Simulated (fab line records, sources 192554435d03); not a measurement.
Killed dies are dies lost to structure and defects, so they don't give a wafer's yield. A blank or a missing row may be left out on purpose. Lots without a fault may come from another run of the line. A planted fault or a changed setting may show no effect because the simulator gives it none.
fab line records | flow n5_finfet
record lots=5 wafers=15 last_day=17
route steps=1938 shown BEOL_M1@806
lots that met no fault: from a run of the same line without faults
start_h: hours from the record's first day to the start of the lot's first wafer shown | wait_h: hours since the lot's step before | " the same as in the row above | L1.1+2: a row that stands for several wafers | - no value, or no start given | * or withheld: withheld | < > ~ a bound
route shown NAME@n: a module of which the file shows steps, and the number in the route of the first | usual: mean/standard deviation of fault-free wafers | same: alike in all rows | chamber/n: place in a boat | sites: the reading at each site | _std_site: their standard deviation | _edge_site: outer sites' mean less inner sites' | radius_mm: how far each site lies from the wafer's centre | mask NAME#n: copy n | behind: the tool/chamber that last shaped the wafer | hold: why the lot was held/for how many hours/how that ended | device: the transistor (n, p or np) that didn't switch | end of line: the same wafers' tests at the end of the route | a step without rows: its recipe alone | killed: dies lost to structure and defects at the first sort, not the wafer's yield | map: a wafer's dies, x killed, . not, _ none there
set.NAME: the setting as run; set.NAME@STEP: as run at that earlier step | model.NAME: the simulator's own value behind a step, which no gauge read
lots at some steps of the route; a table a step, a row a wafer
services: from which hour (start_h, from the record's first day; less than 0 if before it) a tool's chamber was out of use, for how many hours, and why
## steps
# step N5_BEOL_M1_PRECLEAN_42
# recipe chemistry=residue_remover time_s=60 temp_c=40
# columns lot.wafer tool chamber start_h wait_h
L075.1+3+5 wet_bench-04 3,2,4 142.60 0.0
L076.3+4+6 wet_bench-01 5,7,4 152.40 0.0
L089.1+5+6 wet_bench-04 3,5,0 225.19 0.0
L091.1+3+4 wet_bench-01 1,5,2 245.25 0.0
L094.1+3+4 wet_bench-04 0,6,7 262.26 0.0
# step N5_BEOL_M1_SRD_43
# recipe time_s=30 temp_c=23 rinse_liquid=diw dry=ipa_marangoni
# columns lot.wafer tool chamber start_h wait_h
L075.1+3+5 wet_bench-04 3,2,4 142.62 0.0
L076.3+4+6 wet_bench-01 5,7,4 152.42 0.0
L089.1+5+6 wet_bench-04 3,5,0 225.21 0.0
L091.1+3+4 wet_bench-01 1,5,2 245.27 0.0
L094.1+3+4 wet_bench-04 0,6,7 262.28 0.0
# step N5_BEOL_M1_CD_MEAS_35
# recipe target_cd_nm=18 target_cd_y_nm=21 polarity=opening
# usual cd_nm=17.9/0.31
# columns lot.wafer tool chamber start_h wait_h cd_nm
L075.1 cd_sem-01 - 142.66 0.0 18.0
L075.3 " - " " 18.3
L075.5 " - " " 17.9
L076.3 cd_sem-02 - 152.46 0.0 18.4
L076.4 " - " " 17.9
L076.6 " - " " 17.6
L089.1 cd_sem-01 - 225.25 0.0 18.2
L089.5 " - " " 17.8
L089.6 " - " " 17.9
L091.1 cd_sem-03 - 245.32 0.0 17.8
L091.3 " - " " 17.9
L091.4 " - " " 18.1
L094.1 cd_sem-03 - 262.32 0.0 17.7
L094.3 " - " " 17.5
L094.4 " - " " 18.1
# step N5_BEOL_M1_DEGAS_44
# recipe ambient=vacuum temp_c=250 time_s=60
# usual heater_power_w=326/16
# columns lot.wafer tool chamber start_h wait_h heater_power_w
L075.1 pvd_sputter-01 - 144.99 2.3 313
L075.3 " - " " 333
L075.5 " - " " 337
L076.3 pvd_sputter-02 - 152.92 0.5 341
L076.4 " - " " 317
L076.6 " - " " 324
L089.1 pvd_sputter-02 - 225.80 0.5 308
L089.5 " - " " 345
L089.6 " - " " 337
L091.1 pvd_sputter-01 - 245.56 0.2 315
L091.3 " - " " 335
L091.4 " - " " 339
L094.1 pvd_sputter-02 - 262.72 0.4 331
L094.3 " - " " 324
L094.4 " - " " 346
# step N5_BEOL_M1_PRE_CLEAN_45
# recipe gas=H2/He time_s=30 temp_c=250
# usual heater_power_w=327/17
# columns lot.wafer tool chamber start_h wait_h heater_power_w
L075.1 pvd_sputter-01 - 145.03 0.0 308
L075.3 " - " " 338
L075.5 " - " " 337
L076.3 pvd_sputter-02 - 152.96 0.0 332
L076.4 " - " " 315
L076.6 " - " " 336
L089.1 pvd_sputter-02 - 225.84 0.0 318
L089.5 " - " " 350
L089.6 " - " " 334
L091.1 pvd_sputter-01 - 245.60 0.0 310
L091.3 " - " " 338
L091.4 " - " " 328
L094.1 pvd_sputter-02 - 262.76 0.0 330
L094.3 " - " " 322
L094.4 " - " " 353
# step N5_BEOL_M1_ALD_84
# recipe material=TaN target_thk_a=* temp_c=275 ald_precursor_family=PDMAT ald_co_reactant=NH3 pressure_torr=3 carrier_flow_sccm=1500 pulse_time_s=2 purge_time_s=3 co_reactant_purge_time_s=2 co_reactant_pulse_time_s=3 ald_cycles=30 precursor_vessel_temp_c=75 precursor_vessel_pressure_torr=26.25 precursor_vessel_carrier_sccm=1000
# usual heater_power_w=440/53 mfc_carrier_sccm=1500/5.2 precursor_vessel_pressure_torr=26.26/0.056
# same purge_time_s=3
# columns lot.wafer tool chamber start_h wait_h heater_power_w mfc_carrier_sccm precursor_vessel_pressure_torr
L075.1 ald_metal-03 1 145.09 0.0 527 1498 26.30
L075.3 " 3 " " 400 1494 26.09
L075.5 " 0 " " 429 1497 26.29
L076.3 ald_metal-03 1 153.02 0.0 512 1488 26.34
L076.4 " 0 " " 446 1512 26.26
L076.6 " 0 " " 442 1506 26.31
L089.1 ald_metal-04 0 225.94 0.1 440 1494 26.33
L089.5 " 1 " " 457 1506 26.20
L089.6 " 0 " " 445 1498 26.30
L091.1 ald_metal-04 3 245.68 0.1 505 1506 26.27
L091.3 " 0 " " 446 1500 26.19
L091.4 " 2 " " 377 1492 26.17
L094.1 ald_metal-03 2 262.82 0.0 501 1504 26.24
L094.3 " 0 " " 447 1506 26.31
L094.4 " 3 " " 403 1496 26.25
# step N5_BEOL_M1_SURFACE_TREAT_85
# recipe gas=Ar time_s=* ion_energy_ev=* ion_current_ma_cm2=0.5 pressure_mtorr=* ar_flow_sccm=30
# usual throttle_valve_pct=*
# columns lot.wafer tool chamber start_h wait_h throttle_valve_pct
L075.1 pvd_sputter-03 - 145.36 0.2 *
L075.3 " - " " *
L075.5 " - " " *
L076.3 pvd_sputter-02 - 153.32 0.2 *
L076.4 " - " " *
L076.6 " - " " *
L089.1 pvd_sputter-02 - 226.22 0.2 *
L089.5 " - " " *
L089.6 " - " " *
L091.1 pvd_sputter-02 - 246.05 0.3 *
L091.3 " - " " *
L091.4 " - " " *
L094.1 pvd_sputter-01 - 263.07 0.1 *
L094.3 " - " " *
L094.4 " - " " *
# step N5_BEOL_M1_CVD_47
# recipe material=Co target_thk_a=30 temp_c=withheld precursor=CCTBA/H2 pressure_torr=30 time_s=223.8
# columns lot.wafer tool chamber start_h wait_h
L075.1+3+5 cvd_co-02 1,0,1 145.42 0.0
L076.3+4+6 cvd_co-02 0,1,1 153.45 0.1
L089.1+5+6 cvd_co-02 1,0,2 226.50 0.3
L091.1+3+4 cvd_co-02 1,2,0 246.17 0.1
L094.1+3+4 cvd_co-02 0,1,1 263.15 0.1
# step N5_BEOL_M1_SPUTTER_48
# recipe material=Cu target_thk_a=45 temp_c=-20 chamber_pressure_pa=0.07 power_w=withheld time_s=8.29
# usual throttle_valve_pct=30.5/0.94
# columns lot.wafer tool chamber start_h wait_h throttle_valve_pct
L075.1 pvd_sputter-03 - 145.60 0.1 32.3
L075.3 " - " " 31.7
L075.5 " - " " 29.6
L076.3 pvd_sputter-03 - 153.61 0.1 29.1
L076.4 " - " " 30.0
L076.6 " - " " 31.9
L089.1 pvd_sputter-02 - 226.90 0.3 30.2
L089.5 " - " " 30.1
L089.6 " - " " 30.0
L091.1 pvd_sputter-01 - 246.54 0.3 30.9
L091.3 " - " " 30.2
L091.4 " - " " 30.2
L094.1 pvd_sputter-01 - 263.51 0.3 30.4
L094.3 " - " " 29.9
L094.4 " - " " 31.1
# step N5_BEOL_M1_ANNEAL_49
# recipe temp_c=400 time_s=240 ambient=vacuum
# usual heater_power_w=808/45
# columns lot.wafer tool chamber start_h wait_h heater_power_w
L075.1 pvd_sputter-03 - 145.68 0.0 820
L075.3 " - " " 851
L075.5 " - " " 801
L076.3 pvd_sputter-03 - 153.69 0.0 810
L076.4 " - " " 836
L076.6 " - " " 836
L089.1 pvd_sputter-02 - 226.98 0.0 822
L089.5 " - " " 813
L089.6 " - " " 872
L091.1 pvd_sputter-01 - 246.62 0.0 833
L091.3 " - " " 721
L091.4 " - " " 829
L094.1 pvd_sputter-01 - 263.59 0.0 765
L094.3 " - " " 706
L094.4 " - " " 809
# step N5_BEOL_M1_SPUTTER_79
# recipe material=Cu target_thk_a=45 temp_c=-20 chamber_pressure_pa=0.07 power_w=withheld time_s=8.29
# usual throttle_valve_pct=30.5/0.95
# columns lot.wafer tool chamber start_h wait_h throttle_valve_pct
L075.1 pvd_sputter-03 - 145.82 0.1 32.6
L075.3 " - " " 31.6
L075.5 " - " " 29.3
L076.3 pvd_sputter-03 - 153.83 0.1 29.5
L076.4 " - " " 29.7
L076.6 " - " " 32.0
L089.1 pvd_sputter-02 - 227.12 0.1 30.4
L089.5 " - " " 30.4
L089.6 " - " " 29.7
L091.1 pvd_sputter-01 - 246.76 0.1 31.1
L091.3 " - " " 30.2
L091.4 " - " " 30.4
L094.1 pvd_sputter-01 - 263.73 0.1 30.6
L094.3 " - " " 30.2
L094.4 " - " " 30.9
# step N5_BEOL_M1_ANNEAL_80
# recipe temp_c=400 time_s=240 ambient=vacuum
# usual heater_power_w=810/45
# columns lot.wafer tool chamber start_h wait_h heater_power_w
L075.1 pvd_sputter-03 - 145.90 0.0 823
L075.3 " - " " 829
L075.5 " - " " 815
L076.3 pvd_sputter-03 - 153.91 0.0 811
L076.4 " - " " 832
L076.6 " - " " 846
L089.1 pvd_sputter-02 - 227.20 0.0 806
L089.5 " - " " 810
L089.6 " - " " 869
L091.1 pvd_sputter-01 - 246.84 0.0 842
L091.3 " - " " 697
L091.4 " - " " 845
L094.1 pvd_sputter-01 - 263.81 0.0 778
L094.3 " - " " 715
L094.4 " - " " 838
# step N5_BEOL_M1_SPUTTER_81
# recipe material=Cu target_thk_a=45 temp_c=-20 chamber_pressure_pa=0.07 power_w=withheld time_s=8.29
# usual throttle_valve_pct=30.5/0.95
# columns lot.wafer tool chamber start_h wait_h throttle_valve_pct
L075.1 pvd_sputter-03 - 146.04 0.1 32.2
L075.3 " - " " 31.9
L075.5 " - " " 29.2
L076.3 pvd_sputter-03 - 154.05 0.1 29.3
L076.4 " - " " 29.7
L076.6 " - " " 31.5
L089.1 pvd_sputter-02 - 227.34 0.1 29.9
L089.5 " - " " 30.0
L089.6 " - " " 30.0
L091.1 pvd_sputter-01 - 246.98 0.1 31.2
L091.3 " - " " 30.6
L091.4 " - " " 30.0
L094.1 pvd_sputter-01 - 263.95 0.1 30.7
L094.3 " - " " 30.1
L094.4 " - " " 31.1
## services
# columns tool chamber start_h hours kind
ald_metal-04 2 122.96 25.0 repair
pvd_sputter-01 - 139.40 1.8 repair
ald_metal-04 - 149.17 8.7 pm
cvd_co-02 2 152.24 1.8 repair
ald_metal-04 0 171.20 1.6 repair
pvd_sputter-02 - 186.11 7.3 repair
## key
fault none
